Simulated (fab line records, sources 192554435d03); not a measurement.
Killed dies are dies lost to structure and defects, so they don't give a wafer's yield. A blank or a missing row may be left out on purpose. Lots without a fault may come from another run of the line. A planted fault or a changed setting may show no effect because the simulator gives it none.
Split-lot experiment | flow n5_finfet | 7 lots, 21 wafers read, on a route of 1938 steps

THE SPLIT
At N5_BEOL_M7_DESCUM_33 (chemistry O2, time 7 s), the setting time_s was moved away from the recipe's 7 s on 5 of the 21 wafers read, by -17.5% to -8.5%. The other wafers ran this setting at the recipe's value.

FROM THE SPLIT TO THE READING: what the file shows between them, 1 step
- N5_BEOL_M7_ETCH_72: etches underlayer in N2/H2, target depth 6.5 nm, time 5.2 s

THE READING
CAR-EUV_of_BEOL_M7_COAT_22.thk_nm (the simulator's own value, which no gauge read), in nm, at N5_BEOL_M7_ETCH_65 (etches SiARC in CF4, target depth 15.6 nm, time 26 s). The file gives no usual value for it. The 16 wafers here that ran the recipe average 11.1 nm, standard deviation 0.093 nm.

wafer  | tool, chamber at the split | time_s as run, s | against the recipe | CAR-EUV_of_BEOL_M7_COAT_22.thk_nm, nm | against lot-mates on the recipe
L074.1 | rie_diel-02, 2,0           | 7                | recipe             | 11.2                                  | -
L074.2 | rie_diel-02, 2,0           | 7                | recipe             | 11.2                                  | -
L074.3 | rie_diel-02, 1             | 7                | recipe             | 11.2                                  | -
L077.3 | rie_diel-02, 0             | 7                | recipe             | 11                                    | -
L077.4 | rie_diel-02, 3             | 7                | recipe             | 11.2                                  | -
L077.5 | rie_diel-02, 1             | 7                | recipe             | 11.2                                  | -
L078.2 | rie_diel-04, 2             | 7                | recipe             | 11                                    | -
L078.5 | rie_diel-04, 0             | 7                | recipe             | 11                                    | -
L078.4 | rie_diel-04, 0             | 5.777            | -17.5%             | 11.8                                  | +0.8
L081.3 | rie_diel-04, 2             | 6.407            | -8.5%              | 11.6                                  | +0.4
L081.4 | rie_diel-04, 3             | 6.407            | -8.5%              | 11.4                                  | +0.2
L081.5 | rie_diel-04, 3             | 7                | recipe             | 11.2                                  | -
L084.1 | rie_diel-02, 1,0,2         | 7                | recipe             | 11.2                                  | -
L084.4 | rie_diel-02, 1,0,2         | 7                | recipe             | 11.2                                  | -
L084.5 | rie_diel-02, 1,0,2         | 7                | recipe             | 11.2                                  | -
L087.1 | rie_diel-04, 1             | 7                | recipe             | 11                                    | -
L087.3 | rie_diel-04, 3             | 7                | recipe             | 11                                    | -
L087.4 | rie_diel-04, 2             | 6.167            | -11.9%             | 11.4                                  | +0.4
L094.3 | rie_diel-03, 1             | 6.306            | -9.9%              | 11.4                                  | +0.2
L094.4 | rie_diel-03, 2             | 7                | recipe             | 11.2                                  | -
L094.6 | rie_diel-03, 0             | 7                | recipe             | 11.2                                  | -
Where a row lists several chambers, the file gives one row for several wafers and doesn't say which wafer went through which chamber.

THE FIT
A straight line over all 21 wafers: CAR-EUV_of_BEOL_M7_COAT_22.thk_nm changes by -0.034 nm for each +1% of time_s; r = -0.87; the points scatter about the line by 0.1 nm.
The same after taking each lot's own level away (the mean of its wafers on the recipe; 21 wafers): -0.038 nm for each +1%; r = -0.94; scatter 0.072 nm.
On that fit, the largest move of time_s shifts the reading by 0.66 nm.
The lots' own levels span 11.00 to 11.20 nm, that is 2.2 times the standard deviation above.
So the lot-to-lot level changes the slope: the two fits differ.
Check: with one of the wafers moved furthest among these (-17.5%) left out of the fit, the line predicts +0.539 nm for it against its lot-mates. It came out at +0.8 nm against them.

OTHER SPLITS ON THESE WAFERS
These wafers also went through other splits before the reading. Each is held against what the fit with the lots' levels taken away leaves over:
other split on the same wafers   | wafers away from the commonest value | r with CAR-EUV_of_BEOL_M7_COAT_22.thk_nm (lot level and that fit taken away)
N5_BEOL_M6_TRENCH_ETCH_37 bias_w | 8                                    | +0.10
N5_BEOL_M7_EXPOSE_25 dose_mj     | 8                                    | -0.14

THE WHOLE CHAIN: every reading that the file lists as answering this split, in the file's order
step                 | what it does                                                | reading                                                                            | change (the file's fit)                | r (the file's)
N5_BEOL_M7_DESCUM_33 | chemistry O2, time 7 s                                      | CAR-EUV_of_BEOL_M7_COAT_22.thk_nm (the simulator's own value, which no gauge read) | -0.035 nm for each +1% of the setting  | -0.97
N5_BEOL_M7_ETCH_72   | etches underlayer in N2/H2, target depth 6.5 nm, time 5.2 s | CAR-EUV_of_BEOL_M7_COAT_22.thk_nm (the simulator's own value, which no gauge read) | -0.0393 nm for each +1% of the setting | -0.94
N5_BEOL_M7_ETCH_65   | etches SiARC in CF4, target depth 15.6 nm, time 26 s        | CAR-EUV_of_BEOL_M7_COAT_22.thk_nm (the simulator's own value, which no gauge read) | -0.0377 nm for each +1% of the setting | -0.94

THE FILE'S OWN FIT
CAR-EUV_of_BEOL_M7_COAT_22.thk_nm changes by -0.0377 nm for each +1% of time_s, r = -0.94.
